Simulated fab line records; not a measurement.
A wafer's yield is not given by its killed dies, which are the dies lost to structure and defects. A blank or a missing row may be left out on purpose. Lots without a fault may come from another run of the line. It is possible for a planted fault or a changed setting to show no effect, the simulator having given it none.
Which tool did it? || flow nandHarc || Sampling: 24 lots, 72 wafers, 4 of 1302 route steps

== WHAT THE GAUGES READ, wafer by wafer ==
NHARC_P_GATE_CD_MEAS_46: the cd target is 720 nm. Usual: 719.7 nm for cdNm, sd 1.5.
{"lot": "L074", "measured": "day 5 17:11", "on": "cdSem-01", "cdNm (nm)": "718.2 719.3 720.1", "flag": ""}
{"lot": "L075", "measured": "day 5 21:52", "on": "cdSem-03", "cdNm (nm)": "719.9 720.3 719.7", "flag": ""}
{"lot": "L076", "measured": "day 6 07:05", "on": "cdSem-01", "cdNm (nm)": "722.2 722.8 721.2", "flag": ""}
{"lot": "L077", "measured": "day 6 17:48", "on": "cdSem-01", "cdNm (nm)": "719.4 719.4 719.9", "flag": ""}
{"lot": "L078", "measured": "day 7 12:25", "on": "cdSem-02", "cdNm (nm)": "718.8 719.8 717.5", "flag": ""}
{"lot": "L079", "measured": "day 7 15:03", "on": "cdSem-02", "cdNm (nm)": "716.7 716.1 718.0", "flag": ""}
{"lot": "L080", "measured": "day 8 02:40", "on": "cdSem-03", "cdNm (nm)": "720.3 722.1 720.9", "flag": ""}
{"lot": "L081", "measured": "day 8 10:03", "on": "cdSem-01", "cdNm (nm)": "719.1 719.7 719.4", "flag": ""}
{"lot": "L082", "measured": "day 9 01:31", "on": "cdSem-03", "cdNm (nm)": "720.1 720.3 717.4", "flag": ""}
{"lot": "L083", "measured": "day 9 01:56", "on": "cdSem-02", "cdNm (nm)": "719.5 719.4 719.8", "flag": ""}
{"lot": "L084", "measured": "day 9 22:19", "on": "cdSem-02", "cdNm (nm)": "719.3 720.5 720.9", "flag": ""}
{"lot": "L085", "measured": "day 10 10:05", "on": "cdSem-01", "cdNm (nm)": "720.6 719.0 720.1", "flag": ""}
{"lot": "L086", "measured": "day 10 12:16", "on": "cdSem-03", "cdNm (nm)": "721.5 722.3 721.4", "flag": ""}
{"lot": "L087", "measured": "day 10 22:34", "on": "cdSem-02", "cdNm (nm)": "720.2 719.0 719.1", "flag": ""}
{"lot": "L089", "measured": "day 11 14:07", "on": "cdSem-03", "cdNm (nm)": "718.0 716.8 716.8", "flag": ""}
{"lot": "L088", "measured": "day 11 14:16", "on": "cdSem-03", "cdNm (nm)": "718.5 717.5 717.4", "flag": ""}
{"lot": "L090", "measured": "day 12 13:51", "on": "cdSem-01", "cdNm (nm)": "718.7 720.4 718.8", "flag": ""}
{"lot": "L091", "measured": "day 12 15:41", "on": "cdSem-02", "cdNm (nm)": "721.7 721.0 721.9", "flag": ""}
{"lot": "L092", "measured": "day 13 09:45", "on": "cdSem-02", "cdNm (nm)": "719.9 720.5 721.5", "flag": ""}
{"lot": "L093", "measured": "day 13 17:54", "on": "cdSem-01", "cdNm (nm)": "719.7 721.7 718.3", "flag": ""}
{"lot": "L095", "measured": "day 14 04:28", "on": "cdSem-02", "cdNm (nm)": "721.8 722.0 723.2", "flag": ""}
{"lot": "L094", "measured": "day 14 05:14", "on": "cdSem-02", "cdNm (nm)": "718.5 720.2 719.1", "flag": ""}
{"lot": "L096", "measured": "day 14 15:05", "on": "cdSem-03", "cdNm (nm)": "720.4 720.3 718.6", "flag": ""}
{"lot": "L097", "measured": "day 15 05:15", "on": "cdSem-02", "cdNm (nm)": "717.9 719.7 719.3", "flag": ""}

NHARC_P_M2_INSPECT_11. Usual: 5 for rawDefectCount, sd 3.1.
{"lot": "L074", "measured": "day 6 13:46", "on": "defectInspect-02", "rawDefectCount": "3 0 4", "flag": ""}
{"lot": "L075", "measured": "day 6 18:42", "on": "defectInspect-02", "rawDefectCount": "3 6 5", "flag": ""}
{"lot": "L076", "measured": "day 7 03:47", "on": "defectInspect-02", "rawDefectCount": "5 6 3", "flag": ""}
{"lot": "L077", "measured": "day 7 14:11", "on": "defectInspect-02", "rawDefectCount": "8 12 12", "flag": ""}
{"lot": "L078", "measured": "day 8 08:23", "on": "defectInspect-01", "rawDefectCount": "11 1 7", "flag": ""}
{"lot": "L079", "measured": "day 8 11:45", "on": "defectInspect-02", "rawDefectCount": "9 4 8", "flag": ""}
{"lot": "L080", "measured": "day 8 23:31", "on": "defectInspect-01", "rawDefectCount": "4 9 8", "flag": ""}
{"lot": "L081", "measured": "day 9 07:19", "on": "defectInspect-01", "rawDefectCount": "11 7 6", "flag": ""}
{"lot": "L082", "measured": "day 9 22:47", "on": "defectInspect-01", "rawDefectCount": "8 5 5", "flag": ""}
{"lot": "L083", "measured": "day 9 23:04", "on": "defectInspect-01", "rawDefectCount": "9 5 6", "flag": ""}
{"lot": "L084", "measured": "day 10 19:26", "on": "defectInspect-01", "rawDefectCount": "4 0 7", "flag": ""}
{"lot": "L085", "measured": "day 11 07:05", "on": "defectInspect-02", "rawDefectCount": "4 2 4", "flag": ""}
{"lot": "L086", "measured": "day 11 09:32", "on": "defectInspect-02", "rawDefectCount": "4 4 1", "flag": ""}
{"lot": "L087", "measured": "day 11 19:46", "on": "defectInspect-01", "rawDefectCount": "5 4 4", "flag": ""}
{"lot": "L089", "measured": "day 12 10:35", "on": "defectInspect-01", "rawDefectCount": "3 2 4", "flag": ""}
{"lot": "L088", "measured": "day 12 11:51", "on": "defectInspect-01", "rawDefectCount": "8 3 6", "flag": ""}
{"lot": "L090", "measured": "day 13 10:53", "on": "defectInspect-01", "rawDefectCount": "5 4 4", "flag": ""}
{"lot": "L091", "measured": "day 13 13:14", "on": "defectInspect-02", "rawDefectCount": "12 3 3", "flag": ""}
{"lot": "L092", "measured": "day 14 06:16", "on": "defectInspect-01", "rawDefectCount": "3 7 0", "flag": ""}
{"lot": "L093", "measured": "day 14 14:44", "on": "defectInspect-01", "rawDefectCount": "3 3 9", "flag": ""}
{"lot": "L095", "measured": "day 15 01:04", "on": "defectInspect-02", "rawDefectCount": "10 6 8", "flag": ""}
{"lot": "L094", "measured": "day 15 02:19", "on": "defectInspect-02", "rawDefectCount": "8 7 8", "flag": ""}
{"lot": "L096", "measured": "day 15 11:53", "on": "defectInspect-02", "rawDefectCount": "1 3 4", "flag": ""}
{"lot": "L097", "measured": "day 16 01:59", "on": "defectInspect-02", "rawDefectCount": "8 8 11", "flag": ""}

== WHICH TOOL RAN EACH LOT (tool, then ch and the chambers of the sampled wafers, then the start) ==
{"lot": "L074", "NHARC_P_GATE_DESCUM_93": "rieDiel-04 ch 0,2,3, day 5 20:54", "NHARC_P_GATE_DEGAS_109": "pvdSputter-01, day 5 22:54"}
{"lot": "L075", "NHARC_P_GATE_DESCUM_93": "rieDiel-04 ch 1,3, day 6 01:23", "NHARC_P_GATE_DEGAS_109": "pvdSputter-02, day 6 03:24"}
{"lot": "L076", "NHARC_P_GATE_DESCUM_93": "rieDiel-09 ch 1,2,3, day 6 10:43", "NHARC_P_GATE_DEGAS_109": "pvdSputter-03, day 6 12:40"}
{"lot": "L077", "NHARC_P_GATE_DESCUM_93": "rieDiel-04 ch 0,3, day 6 21:25", "NHARC_P_GATE_DEGAS_109": "pvdSputter-01, day 6 23:23"}
{"lot": "L078", "NHARC_P_GATE_DESCUM_93": "rieDiel-09 ch 0,2,3, day 7 15:47", "NHARC_P_GATE_DEGAS_109": "pvdSputter-01, day 7 17:43"}
{"lot": "L079", "NHARC_P_GATE_DESCUM_93": "rieDiel-07 ch 0,1,2, day 7 18:44", "NHARC_P_GATE_DEGAS_109": "pvdSputter-01, day 7 20:41"}
{"lot": "L080", "NHARC_P_GATE_DESCUM_93": "rieDiel-07 ch 0,3, day 8 06:38", "NHARC_P_GATE_DEGAS_109": "pvdSputter-01, day 8 08:35"}
{"lot": "L081", "NHARC_P_GATE_DESCUM_93": "rieDiel-09 ch 0,2,3, day 8 13:34", "NHARC_P_GATE_DEGAS_109": "pvdSputter-02, day 8 15:32"}
{"lot": "L082", "NHARC_P_GATE_DESCUM_93": "rieDiel-04 ch 0,2,3, day 9 05:13", "NHARC_P_GATE_DEGAS_109": "pvdSputter-01, day 9 07:10"}
{"lot": "L083", "NHARC_P_GATE_DESCUM_93": "rieDiel-07 ch 0,1,2, day 9 05:38", "NHARC_P_GATE_DEGAS_109": "pvdSputter-03, day 9 07:34"}
{"lot": "L084", "NHARC_P_GATE_DESCUM_93": "rieDiel-04 ch 1,2,3, day 10 01:56", "NHARC_P_GATE_DEGAS_109": "pvdSputter-01, day 10 03:53"}
{"lot": "L085", "NHARC_P_GATE_DESCUM_93": "rieDiel-09 ch 1,2, day 10 13:42", "NHARC_P_GATE_DEGAS_109": "pvdSputter-02, day 10 15:49"}
{"lot": "L086", "NHARC_P_GATE_DESCUM_93": "rieDiel-09 ch 0,1,2, day 10 15:47", "NHARC_P_GATE_DEGAS_109": "pvdSputter-02, day 10 17:44"}
{"lot": "L087", "NHARC_P_GATE_DESCUM_93": "rieDiel-09 ch 0,3, day 11 02:14", "NHARC_P_GATE_DEGAS_109": "pvdSputter-02, day 11 04:10"}
{"lot": "L089", "NHARC_P_GATE_DESCUM_93": "rieDiel-07 ch 0,3, day 11 17:37", "NHARC_P_GATE_DEGAS_109": "pvdSputter-01, day 11 19:33"}
{"lot": "L088", "NHARC_P_GATE_DESCUM_93": "rieDiel-04 ch 0,1,3, day 11 18:20", "NHARC_P_GATE_DEGAS_109": "pvdSputter-03, day 11 20:19"}
{"lot": "L090", "NHARC_P_GATE_DESCUM_93": "rieDiel-04 ch 2,3, day 12 17:22", "NHARC_P_GATE_DEGAS_109": "pvdSputter-01, day 12 19:23"}
{"lot": "L091", "NHARC_P_GATE_DESCUM_93": "rieDiel-09 ch 0,3, day 12 19:19", "NHARC_P_GATE_DEGAS_109": "pvdSputter-01, day 12 21:17"}
{"lot": "L092", "NHARC_P_GATE_DESCUM_93": "rieDiel-04 ch 0,2,3, day 13 13:15", "NHARC_P_GATE_DEGAS_109": "pvdSputter-02, day 13 15:12"}
{"lot": "L093", "NHARC_P_GATE_DESCUM_93": "rieDiel-04 ch 0,1,3, day 13 21:33", "NHARC_P_GATE_DEGAS_109": "pvdSputter-02, day 13 23:29"}
{"lot": "L095", "NHARC_P_GATE_DESCUM_93": "rieDiel-07 ch 0,1,3, day 14 08:09", "NHARC_P_GATE_DEGAS_109": "pvdSputter-03, day 14 10:06"}
{"lot": "L094", "NHARC_P_GATE_DESCUM_93": "rieDiel-04 ch 0,3, day 14 08:52", "NHARC_P_GATE_DEGAS_109": "pvdSputter-03, day 14 10:52"}
{"lot": "L096", "NHARC_P_GATE_DESCUM_93": "rieDiel-04 ch 0,1,2, day 14 18:43", "NHARC_P_GATE_DEGAS_109": "pvdSputter-03, day 14 20:41"}
{"lot": "L097", "NHARC_P_GATE_DESCUM_93": "rieDiel-04 ch 0,2,3, day 15 08:55", "NHARC_P_GATE_DEGAS_109": "pvdSputter-01, day 15 10:53"}
- NHARC_P_GATE_DESCUM_93: chemistry O2, time 3 s.
- NHARC_P_GATE_DEGAS_109: time 60 s.

== AS READ BY THE TOOLS THEMSELVES (means over the sampled wafers that have a number; for cases with no such wafer, the mark the record gives instead) ==
NHARC_P_GATE_DESCUM_93. Usual: drypumpMotorCurrentA 5.6 A, standard deviation 0.31; oesProductAu 1.000 a.u., standard deviation 0.0084; rfVppV 57.7 V, standard deviation 0.91; showerheadPlenumPTorr 1.91 Torr, standard deviation 0.074; throttleValvePct 11.312 %, standard deviation 0.0096.
{"lot": "L074", "tool": "rieDiel-04", "drypumpMotorCurrentA (A)": 5.6, "oesProductAu (a.u.)": 0.994, "rfVppV (V)": 58.4, "showerheadPlenumPTorr (Torr)": 1.94, "throttleValvePct (%)": 11.313, "flag": ""}
{"lot": "L075", "tool": "rieDiel-04", "drypumpMotorCurrentA (A)": 5.7, "oesProductAu (a.u.)": 0.994, "rfVppV (V)": 58.4, "showerheadPlenumPTorr (Torr)": 1.98, "throttleValvePct (%)": 11.310, "flag": ""}
{"lot": "L076", "tool": "rieDiel-09", "drypumpMotorCurrentA (A)": 6.0, "oesProductAu (a.u.)": 1.002, "rfVppV (V)": 57.0, "showerheadPlenumPTorr (Torr)": 1.82, "throttleValvePct (%)": 11.318, "flag": ""}
{"lot": "L077", "tool": "rieDiel-04", "drypumpMotorCurrentA (A)": 5.6, "oesProductAu (a.u.)": 0.996, "rfVppV (V)": 57.6, "showerheadPlenumPTorr (Torr)": 1.95, "throttleValvePct (%)": 11.316, "flag": ""}
{"lot": "L078", "tool": "rieDiel-09", "drypumpMotorCurrentA (A)": 6.0, "oesProductAu (a.u.)": 1.004, "rfVppV (V)": 57.3, "showerheadPlenumPTorr (Torr)": 1.80, "throttleValvePct (%)": 11.309, "flag": ""}
{"lot": "L079", "tool": "rieDiel-07", "drypumpMotorCurrentA (A)": 5.4, "oesProductAu (a.u.)": 0.998, "rfVppV (V)": 57.4, "showerheadPlenumPTorr (Torr)": 1.93, "throttleValvePct (%)": 11.308, "flag": ""}
{"lot": "L080", "tool": "rieDiel-07", "drypumpMotorCurrentA (A)": 5.3, "oesProductAu (a.u.)": 1.000, "rfVppV (V)": 57.8, "showerheadPlenumPTorr (Torr)": 1.98, "throttleValvePct (%)": 11.312, "flag": ""}
{"lot": "L081", "tool": "rieDiel-09", "drypumpMotorCurrentA (A)": 5.9, "oesProductAu (a.u.)": 1.007, "rfVppV (V)": 57.4, "showerheadPlenumPTorr (Torr)": 1.80, "throttleValvePct (%)": 11.318, "flag": ""}
{"lot": "L082", "tool": "rieDiel-04", "drypumpMotorCurrentA (A)": 5.6, "oesProductAu (a.u.)": 1.003, "rfVppV (V)": 57.3, "showerheadPlenumPTorr (Torr)": 1.93, "throttleValvePct (%)": 11.314, "flag": ""}
{"lot": "L083", "tool": "rieDiel-07", "drypumpMotorCurrentA (A)": 5.4, "oesProductAu (a.u.)": 0.986, "rfVppV (V)": 57.8, "showerheadPlenumPTorr (Torr)": 1.93, "throttleValvePct (%)": 11.314, "flag": ""}
{"lot": "L084", "tool": "rieDiel-04", "drypumpMotorCurrentA (A)": 5.6, "oesProductAu (a.u.)": 0.998, "rfVppV (V)": 57.8, "showerheadPlenumPTorr (Torr)": 1.96, "throttleValvePct (%)": 11.313, "flag": ""}
{"lot": "L085", "tool": "rieDiel-09", "drypumpMotorCurrentA (A)": 5.8, "oesProductAu (a.u.)": 1.009, "rfVppV (V)": 57.8, "showerheadPlenumPTorr (Torr)": 1.83, "throttleValvePct (%)": 11.317, "flag": ""}
{"lot": "L086", "tool": "rieDiel-09", "drypumpMotorCurrentA (A)": 5.8, "oesProductAu (a.u.)": 1.004, "rfVppV (V)": 58.2, "showerheadPlenumPTorr (Torr)": 1.81, "throttleValvePct (%)": 11.308, "flag": ""}
{"lot": "L087", "tool": "rieDiel-09", "drypumpMotorCurrentA (A)": 5.8, "oesProductAu (a.u.)": 0.989, "rfVppV (V)": 56.9, "showerheadPlenumPTorr (Torr)": 1.80, "throttleValvePct (%)": 11.303, "flag": ""}
{"lot": "L089", "tool": "rieDiel-07", "drypumpMotorCurrentA (A)": 5.4, "oesProductAu (a.u.)": 0.994, "rfVppV (V)": 57.6, "showerheadPlenumPTorr (Torr)": 1.98, "throttleValvePct (%)": 11.299, "flag": ""}
{"lot": "L088", "tool": "rieDiel-04", "drypumpMotorCurrentA (A)": 5.7, "oesProductAu (a.u.)": 1.000, "rfVppV (V)": 58.9, "showerheadPlenumPTorr (Torr)": 1.95, "throttleValvePct (%)": 11.313, "flag": ""}
{"lot": "L090", "tool": "rieDiel-04", "drypumpMotorCurrentA (A)": 5.4, "oesProductAu (a.u.)": 1.010, "rfVppV (V)": 57.9, "showerheadPlenumPTorr (Torr)": 1.94, "throttleValvePct (%)": 11.310, "flag": ""}
{"lot": "L091", "tool": "rieDiel-09", "drypumpMotorCurrentA (A)": 6.1, "oesProductAu (a.u.)": 1.002, "rfVppV (V)": 57.9, "showerheadPlenumPTorr (Torr)": 1.81, "throttleValvePct (%)": 11.302, "flag": ""}
{"lot": "L092", "tool": "rieDiel-04", "drypumpMotorCurrentA (A)": 5.6, "oesProductAu (a.u.)": 1.010, "rfVppV (V)": 58.2, "showerheadPlenumPTorr (Torr)": 1.93, "throttleValvePct (%)": 11.322, "flag": ""}
{"lot": "L093", "tool": "rieDiel-04", "drypumpMotorCurrentA (A)": 5.7, "oesProductAu (a.u.)": 0.995, "rfVppV (V)": 57.1, "showerheadPlenumPTorr (Torr)": 1.95, "throttleValvePct (%)": 11.317, "flag": ""}
{"lot": "L095", "tool": "rieDiel-07", "drypumpMotorCurrentA (A)": 5.4, "oesProductAu (a.u.)": 1.003, "rfVppV (V)": 57.3, "showerheadPlenumPTorr (Torr)": 1.92, "throttleValvePct (%)": 11.300, "flag": ""}
{"lot": "L094", "tool": "rieDiel-04", "drypumpMotorCurrentA (A)": 5.6, "oesProductAu (a.u.)": 1.008, "rfVppV (V)": 58.1, "showerheadPlenumPTorr (Torr)": 1.95, "throttleValvePct (%)": 11.313, "flag": ""}
{"lot": "L096", "tool": "rieDiel-04", "drypumpMotorCurrentA (A)": 5.7, "oesProductAu (a.u.)": 1.005, "rfVppV (V)": 57.9, "showerheadPlenumPTorr (Torr)": 1.93, "throttleValvePct (%)": 11.315, "flag": ""}
{"lot": "L097", "tool": "rieDiel-04", "drypumpMotorCurrentA (A)": 5.6, "oesProductAu (a.u.)": 1.000, "rfVppV (V)": 58.1, "showerheadPlenumPTorr (Torr)": 1.93, "throttleValvePct (%)": 11.314, "flag": ""}

NHARC_P_GATE_DEGAS_109. Usual: 449 W for heaterPowerW, sd 50.
{"lot": "L074", "tool": "pvdSputter-01", "heaterPowerW (W)": 444, "flag": ""}
{"lot": "L075", "tool": "pvdSputter-02", "heaterPowerW (W)": 470, "flag": ""}
{"lot": "L076", "tool": "pvdSputter-03", "heaterPowerW (W)": 459, "flag": ""}
{"lot": "L077", "tool": "pvdSputter-01", "heaterPowerW (W)": 439, "flag": ""}
{"lot": "L078", "tool": "pvdSputter-01", "heaterPowerW (W)": 470, "flag": ""}
{"lot": "L079", "tool": "pvdSputter-01", "heaterPowerW (W)": 444, "flag": ""}
{"lot": "L080", "tool": "pvdSputter-01", "heaterPowerW (W)": 467, "flag": ""}
{"lot": "L081", "tool": "pvdSputter-02", "heaterPowerW (W)": 386, "flag": ""}
{"lot": "L082", "tool": "pvdSputter-01", "heaterPowerW (W)": 442, "flag": ""}
{"lot": "L083", "tool": "pvdSputter-03", "heaterPowerW (W)": 450, "flag": ""}
{"lot": "L084", "tool": "pvdSputter-01", "heaterPowerW (W)": 440, "flag": ""}
{"lot": "L085", "tool": "pvdSputter-02", "heaterPowerW (W)": 461, "flag": ""}
{"lot": "L086", "tool": "pvdSputter-02", "heaterPowerW (W)": 441, "flag": ""}
{"lot": "L087", "tool": "pvdSputter-02", "heaterPowerW (W)": 394, "flag": ""}
{"lot": "L089", "tool": "pvdSputter-01", "heaterPowerW (W)": 445, "flag": ""}
{"lot": "L088", "tool": "pvdSputter-03", "heaterPowerW (W)": 462, "flag": ""}
{"lot": "L090", "tool": "pvdSputter-01", "heaterPowerW (W)": 465, "flag": ""}
{"lot": "L091", "tool": "pvdSputter-01", "heaterPowerW (W)": 436, "flag": ""}
{"lot": "L092", "tool": "pvdSputter-02", "heaterPowerW (W)": 414, "flag": ""}
{"lot": "L093", "tool": "pvdSputter-02", "heaterPowerW (W)": 448, "flag": ""}
{"lot": "L095", "tool": "pvdSputter-03", "heaterPowerW (W)": 468, "flag": ""}
{"lot": "L094", "tool": "pvdSputter-03", "heaterPowerW (W)": 451, "flag": ""}
{"lot": "L096", "tool": "pvdSputter-03", "heaterPowerW (W)": 425, "flag": ""}
{"lot": "L097", "tool": "pvdSputter-01", "heaterPowerW (W)": 456, "flag": ""}

== THE ANSWER, worked out from the rows above alone ==
Rule: a lot counts as off when the mean over its wafers that have a number is more than 3 standard deviations away from the usual mean. Also off: a lot with no number at a reading for which 4 or more lots have one. Any other lot the step has rows for is counted as sound. The gauges are gone through in route order, then the tools' own readings, and for those a lot's mean is taken as printed above. The first step at which some lot is off is used, and at that step the reading that is off furthest; a lot without a number counts as furthest.
Across all readings shown, no lot is off: no conclusion can be drawn from this.

== WHAT THE SIMULATOR HAD PUT IN ==
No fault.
